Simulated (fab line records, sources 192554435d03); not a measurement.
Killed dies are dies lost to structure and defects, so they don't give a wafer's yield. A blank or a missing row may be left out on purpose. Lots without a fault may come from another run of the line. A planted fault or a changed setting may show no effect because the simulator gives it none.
One fault seen from 2 desks | flow n5_finfet | each desk has only its own numbers; what lay behind them comes last
Where a reading is given only as a bound, like >300, the bound stands for it, and a mean or a difference that rests on one is marked > or <: the true number lies beyond.

THE METROLOGY DESK
What the gauges read, lot by lot, whatever tool the lot ran on: means of the sampled wafers that have a number. A lot is out of limits, marked OUT, if its mean lies more than 4 standard deviations from the usual mean; the brackets give that distance.
Columns: A = cd_nm at N5_MIM_BOT_LITHO_CD_MEAS_08, usual 3000.0 nm; B = MIM_BOT_OVL at N5_MIM_BOT_LITHO_OVL_MEAS_11, usual 1 nm; C = cd_nm at N5_PASSIVATION_CD_MEAS_10, usual 3000.5 nm; D = TV_OVL at N5_PASSIVATION_OVL_MEAS_60, usual -2 nm
lot  | first seen here | A      | B  | C      | D
L519 | day 12 13:59    | 2999.6 | 6  | 3001.1 | -9
L523 | day 13 07:19    | 3000.5 | -2 | 2998.3 | 2
L532 | day 15 20:49    | 3000.2 | -1 | 3001.7 | -11
L534 | day 16 01:22    | 3000.6 | 4  | 3000.2 | -6
L537 | day 17 03:49    | 2998.5 | 3  | 2999.4 | 2
L539 | day 17 17:17    | 2999.4 | -1 | 2998.9 | 3
This desk's finding: nothing out of limits on any of the 6 lots.

THE DEFECT DESK
What the inspections along the route counted, lot by lot: means of the sampled wafers that have a number. A lot is out of limits, marked OUT, if its mean lies more than 4 standard deviations from the usual mean; the brackets give that distance.
Columns: A = raw_defect_count at N5_MIM_BOT_LITHO_INSPECT_12, usual 2.1; B = raw_defect_count at N5_PASSIVATION_INSPECT_61, usual 2.0
lot  | first seen here | A   | B
L519 | day 12 14:02    | 1.7 | 1.7
L523 | day 13 07:22    | 2.0 | 1.3
L532 | day 15 20:52    | 2.0 | >101 (>+76) OUT
L534 | day 16 01:25    | 2.0 | >101 (>+76) OUT
L537 | day 17 03:52    | 2.0 | 1.7
L539 | day 17 17:20    | 3.0 | 3.3
This desk's finding: out of limits on L532, L534; first on L532, day 15 23:46 (raw_defect_count at N5_PASSIVATION_INSPECT_61). In limits: L519, L523, L537, L539.

PUT TOGETHER
The defect desk could have raised an alarm at day 15 23:46, on L532, L534.
The metrology desk saw nothing out of limits.
The metrology desk has L532, L534 on record, within its limits.
Of the lots named, all ran N5_MIM_BOT_ETCH_STRIP_02 on wet_bench-03.

WHAT THE SIMULATOR HAD PUT IN
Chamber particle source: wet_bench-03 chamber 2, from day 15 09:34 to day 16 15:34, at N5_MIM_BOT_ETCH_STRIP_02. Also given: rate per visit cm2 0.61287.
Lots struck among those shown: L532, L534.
Hours from the fault's start to each desk's first reading out of limits: the defect desk, 14.
